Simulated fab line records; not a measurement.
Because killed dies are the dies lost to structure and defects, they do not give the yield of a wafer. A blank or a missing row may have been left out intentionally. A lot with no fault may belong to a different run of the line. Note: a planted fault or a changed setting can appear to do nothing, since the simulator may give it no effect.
Which tool was responsible?    flow nand harc    10 lots with 30 wafers sampled at 6 steps, on a route of 1302 steps

WHAT THE GAUGES SHOWED, per wafer
NHARC_A_CHANNEL_HOLE_D2_INSPECT_40.
lot   measured      on                 raw defect count
L360  day 13 20:41  defect inspect-01  246 291 328
L362  day 14 14:57  defect inspect-02  233 213 146
L361  day 14 19:07  defect inspect-01  517 211 330
L364  day 16 05:00  defect inspect-01  252 253 275
L366  day 17 03:34  defect inspect-02  149 332 232
L372  day 19 14:20  defect inspect-01  1207 1310 1063
L374  day 19 18:21  defect inspect-02  954 983 872
L377  day 21 11:45  defect inspect-02  173 217 211
L380  day 22 07:50  defect inspect-02  375 247 316
L381  day 23 08:24  defect inspect-01  203 272 146

NHARC_END_SORT_01.
lot   measured      on         killed at array  killed at other  killed at periphery  killed dies  killed open  killed short
L362  day 25 18:00  prober-01  64 70 71         1 2 1            4 2 5                69 74 77     5 5 1        3 1 1
L372  day 30 08:26  prober-02  130 132 123      0 0 0            1 7 3                131 139 126  0 8 4        1 1 6
L374  day 30 05:48  prober-01  144 117 148      0 1 0            4 0 4                148 118 152  4 3 2        2 4 2

EACH LOT AND THE TOOL THAT RAN IT (in order: tool; ch and the chambers of the sampled wafers; start)
lot   NHARC_A_CHANNEL_HOLE_D2_ETCH_39     NHARC_A_CHANNEL_HOLE_D2_ETCH_44     NHARC_A_CHANNEL_FILL_D2_ALD_02    NHARC_A_CHANNEL_FILL_D2_STRIP_28
L360  rie diel-13 ch 0,2, day 13 13:59    rie diel-13 ch 0,1,2, day 13 19:43  ald hk-03 ch 0,1, day 13 21:02    rie diel-02 ch 0,1,2, day 14 21:31
L362  rie diel-13 ch 0,1, day 14 08:14    rie diel-13 ch 0,2,3, day 14 13:59  ald hk-03 ch 0,1,3, day 14 15:17  rie diel-06 ch 0,2,3, day 15 16:23
L361  rie diel-03 ch 0,1,2, day 14 08:26  rie diel-13 ch 0,1,2, day 14 18:08  ald hk-03 ch 0,1,2, day 14 19:23  rie diel-02 ch 1,2,3, day 15 20:16
L364  rie diel-04 ch 0,2, day 15 16:24    rie diel-13 ch 0,1,2, day 16 04:01  ald hk-01 ch 0,1,3, day 16 05:16  rie diel-07 ch 0,1,3, day 17 05:37
L366  rie diel-13 ch 0,1,3, day 16 17:05  rie diel-13 ch 0,2,3, day 17 02:37  ald hk-03 ch 0,1,2, day 17 03:55  rie diel-06 ch 1,2,3, day 18 06:48
L372  rie diel-13 ch 0,2, day 19 07:30    rie diel-03 ch 0,1,2, day 19 13:14  ald hk-03 ch 0,1,3, day 19 14:41  rie diel-06 ch 1,2,3, day 20 14:50
L374  rie diel-13 ch 0,1,3, day 19 09:49  rie diel-04 ch 2,3, day 19 17:22    ald hk-03 ch 0,3, day 19 18:37    rie diel-02 ch 0,2, day 20 18:18
L377  rie diel-03 ch 1,2,3, day 21 02:26  rie diel-04 ch 0,1,2, day 21 10:46  ald hk-01 ch 0,2,3, day 21 12:08  rie diel-02 ch 1,2,3, day 22 12:22
L380  rie diel-04 ch 0,2, day 22 01:08    rie diel-13 ch 0,2, day 22 06:52    ald hk-02 ch 0,3, day 22 08:02    rie diel-02 ch 1,2, day 23 07:53
L381  rie diel-13 ch 1,2,3, day 23 01:41  rie diel-13 ch 1,2,3, day 23 07:25  ald hk-03 ch 0,2,3, day 23 08:35  rie diel-06 ch 0,2,3, day 24 08:58
- NHARC_A_CHANNEL_HOLE_D2_ETCH_39: etches the open film in N2/H2, target depth 260 nm, time 325 s.
- NHARC_A_CHANNEL_HOLE_D2_ETCH_44: etches the open film in CF4/O2, target depth 140 nm, overetch 14 nm, time 77 s.
- NHARC_A_CHANNEL_FILL_D2_ALD_02: deposits SiO2, target thk 6 nm, pulse time 10 s, ald cycles 60.
- NHARC_A_CHANNEL_FILL_D2_STRIP_28: strips in O2, time 20 s.

AS READ BY THE TOOLS THEMSELVES (means over the sampled wafers that have a number; for cases with no such wafer, the mark the record gives instead)
NHARC_A_CHANNEL_HOLE_D2_ETCH_39.
lot   tool         drypump motor current A (A)  oes product au (a.u.)  rf fwd power W (W)  rf vpp V (V)  showerhead plenum p Torr (Torr)  throttle valve pct (%)
L360  rie diel-13  5.6                          0.983                  399.2               431.6         2.08                             14.167
L362  rie diel-13  5.5                          0.990                  398.2               430.8         2.05                             14.169
L361  rie diel-03  5.7                          1.001                  398.8               429.1         2.00                             14.179
L364  rie diel-04  5.7                          0.999                  398.3               429.3         2.03                             14.171
L366  rie diel-13  5.7                          1.010                  399.5               431.1         2.07                             14.178
L372  rie diel-13  5.6                          1.006                  399.0               431.7         2.08                             14.170
L374  rie diel-13  5.7                          1.001                  398.8               432.2         2.07                             14.172
L377  rie diel-03  5.6                          1.011                  399.5               428.3         1.97                             14.176
L380  rie diel-04  5.7                          1.000                  399.9               430.1         2.03                             14.174
L381  rie diel-13  5.6                          0.999                  399.7               434.2         2.15                             14.167

NHARC_A_CHANNEL_HOLE_D2_ETCH_44.
lot   tool         drypump motor current A (A)  oes_f_703_au (a.u.)  oes product au (a.u.)  rf fwd power W (W)  rf vpp V (V)  showerhead plenum p Torr (Torr)  throttle valve pct (%)
L360  rie diel-13  5.5                          1.003                0.989                  296.9               198.1         1.35                             13.392
L362  rie diel-13  5.8                          0.997                0.983                  297.2               198.4         1.36                             13.399
L361  rie diel-13  5.5                          1.003                0.984                  297.0               197.7         1.35                             13.400
L364  rie diel-13  5.5                          0.998                1.005                  297.5               198.3         1.35                             13.403
L366  rie diel-13  5.8                          0.999                1.013                  297.0               199.3         1.36                             13.386
L372  rie diel-03  5.7                          1.002                0.999                  297.7               197.0         1.31                             13.408
L374  rie diel-04  5.6                          1.003                1.009                  297.2               198.3         1.34                             13.400
L377  rie diel-04  5.8                          0.998                1.004                  298.5               198.4         1.36                             13.390
L380  rie diel-13  5.7                          1.000                0.994                  297.0               197.6         1.30                             13.400
L381  rie diel-13  5.6                          1.000                0.999                  297.3               199.2         1.40                             13.393

NHARC_A_CHANNEL_FILL_D2_ALD_02.
lot   tool       heater power w (W)  precursor pulse height rel
L360  ald hk-03  433                 1.002
L362  ald hk-03  465                 1.009
L361  ald hk-03  459                 1.000
L364  ald hk-01  453                 0.996
L366  ald hk-03  469                 0.990
L372  ald hk-03  454                 1.021
L374  ald hk-03  469                 0.998
L377  ald hk-01  428                 0.997
L380  ald hk-02  412                 1.020
L381  ald hk-03  480                 0.994

NHARC_A_CHANNEL_FILL_D2_STRIP_28.
lot   tool         drypump motor current A (A)  oes product au (a.u.)  rf vpp V (V)  showerhead plenum p Torr (Torr)  throttle valve pct (%)
L360  rie diel-02  5.5                          0.992                  58.0          3.63                             17.029
L362  rie diel-06  5.8                          0.999                  57.0          3.50                             17.045
L361  rie diel-02  5.9                          1.001                  57.7          3.62                             17.031
L364  rie diel-07  5.8                          1.009                  57.0          3.44                             17.036
L366  rie diel-06  5.5                          1.003                  57.2          3.58                             17.039
L372  rie diel-06  5.5                          1.007                  57.1          3.58                             17.039
L374  rie diel-02  5.4                          1.013                  58.5          3.69                             17.041
L377  rie diel-02  5.9                          0.998                  58.0          3.61                             17.029
L380  rie diel-02  5.7                          1.009                  58.0          3.60                             17.028
L381  rie diel-06  5.8                          0.995                  57.4          3.50                             17.037

THE ANSWER, worked out from the rows above alone
Rule: what is usual is taken from the lots themselves. The widest of any qualifying gaps counts: lots, ordered by their means at a reading, are off when they make up no more than a third of the lots, leave a main group of 4 or more, and stand apart from it by 3 or more times the standard deviation of that group's means. Not used: any main group whose means are identical at the precision the tables above print for the reading. Also off: a lot with no number at a reading for which 4 or more lots have one. All remaining lots with rows at the step are treated as sound. Order of review: gauges by route order, followed by the tools' own readings, for which a lot's mean as printed above is used. At the first step where some lot is off, the reading lying furthest off is the one used; lots without a number count as furthest.
Off at NHARC_A_CHANNEL_HOLE_D2_INSPECT_40 (raw defect count): L372, L374. Mean 257 and standard deviation 53 in the main group.
If a tool, at a process step before that reading, ran all the lots that are off and no sound lot after the first of them, it fits. The gauges at NHARC_A_CHANNEL_HOLE_D2_INSPECT_40 are tried like those tools. No candidate that was tried fits.

WHAT THE SIMULATOR PUT IN
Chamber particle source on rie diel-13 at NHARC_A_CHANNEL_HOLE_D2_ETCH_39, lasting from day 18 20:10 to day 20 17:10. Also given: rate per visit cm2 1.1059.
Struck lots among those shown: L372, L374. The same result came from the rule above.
